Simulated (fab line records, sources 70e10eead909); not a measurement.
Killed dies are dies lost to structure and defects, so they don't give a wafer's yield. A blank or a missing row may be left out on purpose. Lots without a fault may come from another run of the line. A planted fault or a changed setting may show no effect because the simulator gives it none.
Chamber matching | flow nand_harc | NHARC_A_BONDPAD_ETCH_24 on rie_diel-12: 4 sister chambers
The step etches the open film in CF4/N2, target depth 30 nm, time 72.99 s. 4 wafers are shown with their chamber, then 10 later ones without.

WAFERS WITH THEIR CHAMBER
wafer  | chamber | drypump_motor_current_A (A)
L822.2 | 0       | 5.9
L822.5 | 1       | 5.6
L824.2 | 2       | 5.6
L824.3 | 3       | 6.2

WAFERS WITHOUT THEIR CHAMBER
wafer  | drypump_motor_current_A (A)
L824.6 | 6.2
L829.1 | 5.6
L829.3 | 5.9
L829.4 | 6.2
L831.2 | 5.9
L831.3 | 5.7
L831.5 | 6.2
L832.2 | 5.7
L832.3 | 5.6
L832.6 | 5.6

WHICH CHAMBER EACH WENT THROUGH
wafer  | from the rows above     | in truth
L824.6 | 3                       | 3
L829.1 | can't be placed: 1 or 2 | 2
L829.3 | 0                       | 0
L829.4 | 3                       | 3
L831.2 | 0                       | 0
L831.3 | can't be placed: 1 or 2 | 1
L831.5 | 3                       | 3
L832.2 | can't be placed: 1 or 2 | 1
L832.3 | can't be placed: 1 or 2 | 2
L832.6 | can't be placed: 1 or 2 | 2
Placed correctly: 5 of 10. Can't be placed from these rows: 5 (the true chamber is among the candidates in 5). Placed wrongly: 0.
How it was worked out, from the rows above alone: a wafer's distance from a chamber is the root of the sum, over the readings, of the square of ((its reading less the chamber's mean) divided by the reading's scatter). The wafer belongs to the nearest chamber; if the next one is less than 2 further off, it can't be placed. A chamber's mean is the mean of its shown wafers. The scatter: with one shown wafer a chamber, the root of the mean of the squares of how far each hidden wafer lies from its nearest shown one.
